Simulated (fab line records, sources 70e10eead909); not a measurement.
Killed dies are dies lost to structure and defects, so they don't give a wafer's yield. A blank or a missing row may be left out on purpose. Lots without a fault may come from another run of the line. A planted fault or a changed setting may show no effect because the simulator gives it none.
A struck lot beside a sound one | flow nand_harc | 24 steps out of a route of 1302
Sound: wafers L987.1, L987.3, L987.5. Struck: wafer L997.1. (L997.4, L997.5 of the same lot were not struck and are left out.) The cause comes at the end.
At each step with rows: each side's tool, then ch and its chambers, then its first start. Under that, the readings that differ: sound wafers | struck wafers | difference of the means | sigmas: that difference in standard deviations of wafers without a fault.
alike: readings whose means differ by less than 2 such deviations, and words and numbers that are the same on both sides. not compared: withheld readings, readings that some wafer has no value for, bounds like >300 that may hide the same value, and numbers for which the record gives no deviation and whose values overlap.
The two part at a step that has a row with sigmas, a row that says differs or no value, or rows on one side only. Numbers that don't overlap but have no deviation are shown without sigmas and don't part them. A reading that every wafer of one side lacks parts them only if that side has two wafers or more.

NHARC_A_M0_INSPECT_27:
  sound on defect_inspect-02, day 27 20:31; struck on defect_inspect-01, day 31 23:43
  alike: raw_defect_count
NHARC_A_M0_PRE_CLEAN_31: time 12 s.
  sound on pecvd-02 ch 1,2, day 27 20:34; struck on pecvd-02 ch 0, day 31 23:47
  alike: heater_power_w
NHARC_A_M0_DEP_32: deposits SiCN, target thk 30 nm.
  sound on pecvd-02 ch 1,2, day 27 20:39; struck on pecvd-02 ch 0, day 31 23:52
  alike: heater_power_w
then, 8 steps without rows for these wafers: NHARC_A_M1_DEP_00 (deposits SiOC, target thk 182.5 nm); NHARC_A_M1_DEHYDRATE_01 (time 120 s); NHARC_A_M1_HMDS_02 (time 30 s); NHARC_A_M1_COAT_34 (time 65 s); NHARC_A_M1_COAT_03 (resist thk 90 nm); NHARC_A_M1_SOFTBAKE_04 (time 55 s); NHARC_A_M1_EBR_05; NHARC_A_M1_EXPOSE_06 (exposes mask A M1, target cd 120 nm).
NHARC_A_M1_PEB_07: peb time 65 s.
  sound on litho_track-04 ch 0, day 27 21:49; struck on litho_track-04 ch 0, day 32 00:54
  reading                  | sound             | struck | difference | sigmas
  heater_power_total_W (W) | 156.5 156.0 156.0 | 162.2  | +6.0       | +14
then, 1 step without rows for these wafers: NHARC_A_M1_DEVELOP_08 (develop time 35 s).
NHARC_A_M1_CD_MEAS_09: target cd 120 nm.
  sound on cd_sem-03 ch 0, day 27 21:54; struck on cd_sem-02 ch 0, day 32 00:59
  reading    | sound             | struck | difference | sigmas
  cd_nm (nm) | 119.4 120.8 119.9 | 117.9  | -2.1       | -3
NHARC_A_M1_OVL_MEAS_10: pitch 240 nm.
  sound on overlay-02, day 27 21:59; struck on overlay-01, day 32 01:04
  reading           | sound          | struck | difference | sigmas
  overlay_y_nm (nm) | -1.3 -1.4 -1.6 | 1.6    | +3.0       | +3
  alike: overlay_x_nm
NHARC_A_M1_INSPECT_11:
  sound on defect_inspect-02, day 27 22:02; struck on defect_inspect-01, day 32 01:07
  alike: raw_defect_count
NHARC_A_M1_DESCUM_14: chemistry O2, time 3 s.
  sound on rie_diel-10 ch 2,3, day 27 22:05; struck on rie_diel-12 ch 3, day 32 01:11
  reading               | sound             | struck | difference | sigmas
  oes_product_au (a.u.) | 0.987 0.970 0.991 | 1.011  | +0.028     | +3
  model.A_M1.cd_nm (nm) | 118.9 121.1 119.1 | 118    | -2         |
  alike: drypump_motor_current_A, rf_vpp_V, showerhead_plenum_p_Torr, throttle_valve_pct
  not compared: rf_hours_counter_h
NHARC_A_M1_ETCH_35: etches the open film in N2/H2, target depth 40 nm, overetch 12 nm, time 43.94 s.
  sound on rie_diel-10 ch 0,1, day 27 22:11; struck on rie_diel-12 ch 0, day 32 01:15
  alike: drypump_motor_current_A, oes_product_au, rf_vpp_V, showerhead_plenum_p_Torr, throttle_valve_pct
  not compared: rf_hours_counter_h
NHARC_A_M1_ETCH_15: etches the open film in C4F8/Ar, target depth 182.5 nm, time 91.2 s.
  sound on rie_diel-10 ch 0,2,3; struck on rie_diel-12 ch 1
  alike: oes_product_au, rf_vpp_V
  not compared: rf_hours_counter_h
NHARC_A_M1_CD_MEAS_16:
  sound on cd_sem-01, day 27 22:23; struck on cd_sem-03, day 32 01:28
  alike: cd_nm
NHARC_A_M1_STRIP_18: strips in N2/H2.
  sound on rie_diel-02 ch 0,1,2, day 27 22:30; struck on rie_diel-02 ch 0, day 32 01:33
  reading      | sound          | struck | difference | sigmas
  rf_vpp_V (V) | 89.6 89.8 89.6 | 92.0   | +2.3       | +2
  alike: drypump_motor_current_A, oes_product_au, showerhead_plenum_p_Torr, throttle_valve_pct
  not compared: rf_hours_counter_h
NHARC_A_M1_ETCH_28: etches the open film in CF4/N2, target depth 30 nm, time 72.99 s.
  sound on rie_diel-02 ch 2,3; struck on rie_diel-02 ch 2
  reading               | sound             | struck | difference | sigmas
  model.A_M1.cd_nm (nm) | 119.2 120.7 119.1 | 118.2  | -1.5       |
  alike: drypump_motor_current_A, oes_product_au, rf_vpp_V, showerhead_plenum_p_Torr, throttle_valve_pct
  not compared: rf_hours_counter_h
then, 1 step without rows for these wafers: NHARC_A_M1_STRIP_19 (strips in post etch residue remover, time 600 s).
NHARC_END_SORT_01:
  sound on prober-01 ch 0, day 29 10:55; struck on prober-01 ch 0, day 33 14:38
  alike: defect_limited_yield, killed_at_array, killed_at_other, killed_at_periphery, killed_dies, killed_open, killed_short, sort_bin_2_pct, sort_bin_3_pct, sort_bin_4_pct, sort_n_pass, sort_rim_yield_pct, sort_yield_pct

WHERE THEY PART
First at NHARC_A_M1_PEB_07; last, within this record, at NHARC_A_M1_STRIP_18. Later steps at which nothing parts them and some readings are alike: NHARC_A_M1_ETCH_28, NHARC_END_SORT_01.

WHY: what the simulator had put in
Process parameter drift: litho_track-04, from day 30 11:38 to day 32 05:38, at NHARC_A_M1_PEB_07. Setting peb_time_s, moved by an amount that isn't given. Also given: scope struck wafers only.
